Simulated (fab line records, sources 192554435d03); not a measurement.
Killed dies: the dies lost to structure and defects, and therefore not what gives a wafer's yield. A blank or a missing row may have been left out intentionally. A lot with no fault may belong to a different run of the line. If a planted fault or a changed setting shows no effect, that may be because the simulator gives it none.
Matching of chambers || flow n5Finfet || N5_MOL_CONTACT_COAG_CO_FILL_22 on cvdCo-01: 3 sister chambers
The step material Co, precursor CCTBA/H2, target thk 20 nm. 3 wafers are shown with their chamber, then 8 later ones without.

WAFERS PAIRED WITH THEIR CHAMBERS
{"wafer": "L404.1", "chamber": 2, "heaterPowerW (W)": 214}
{"wafer": "L404.2", "chamber": 1, "heaterPowerW (W)": 229}
{"wafer": "L406.1", "chamber": 0, "heaterPowerW (W)": 227}

WAFERS WHOSE CHAMBER IS MISSING
{"wafer": "L406.3", "heaterPowerW (W)": 234}
{"wafer": "L406.6", "heaterPowerW (W)": 223}
{"wafer": "L414.3", "heaterPowerW (W)": 227}
{"wafer": "L414.5", "heaterPowerW (W)": 203}
{"wafer": "L414.6", "heaterPowerW (W)": 229}
{"wafer": "L415.1", "heaterPowerW (W)": 211}
{"wafer": "L415.2", "heaterPowerW (W)": 231}
{"wafer": "L415.6", "heaterPowerW (W)": 232}

EACH ONE'S CHAMBER
{"wafer": "L406.3", "from the rows above": "can't be placed: 1 or 0", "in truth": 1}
{"wafer": "L406.6", "from the rows above": "can't be placed: 0 or 1 or 2", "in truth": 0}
{"wafer": "L414.3", "from the rows above": "can't be placed: 0 or 1", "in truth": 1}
{"wafer": "L414.5", "from the rows above": 2, "in truth": 2}
{"wafer": "L414.6", "from the rows above": "can't be placed: 1 or 0", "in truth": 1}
{"wafer": "L415.1", "from the rows above": 2, "in truth": 2}
{"wafer": "L415.2", "from the rows above": "can't be placed: 1 or 0", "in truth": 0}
{"wafer": "L415.6", "from the rows above": "can't be placed: 1 or 0", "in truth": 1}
2 of 8 placed correctly. Not placeable from these rows: 6 (in 6, the candidates include the true chamber). 0 placed wrongly.
How it was worked out, from the rows above alone: a wafer's distance from a chamber is the root of the sum, over the readings, of the square of ((its reading less the chamber's mean) divided by the reading's scatter). If the next closest chamber is less than 2 further off than the closest, the wafer can't be placed; otherwise it belongs to the closest. The mean given for a chamber averages the wafers shown for that chamber. The scatter: with one shown wafer a chamber, the root of the mean of the squares of how far each hidden wafer lies from its nearest shown one.
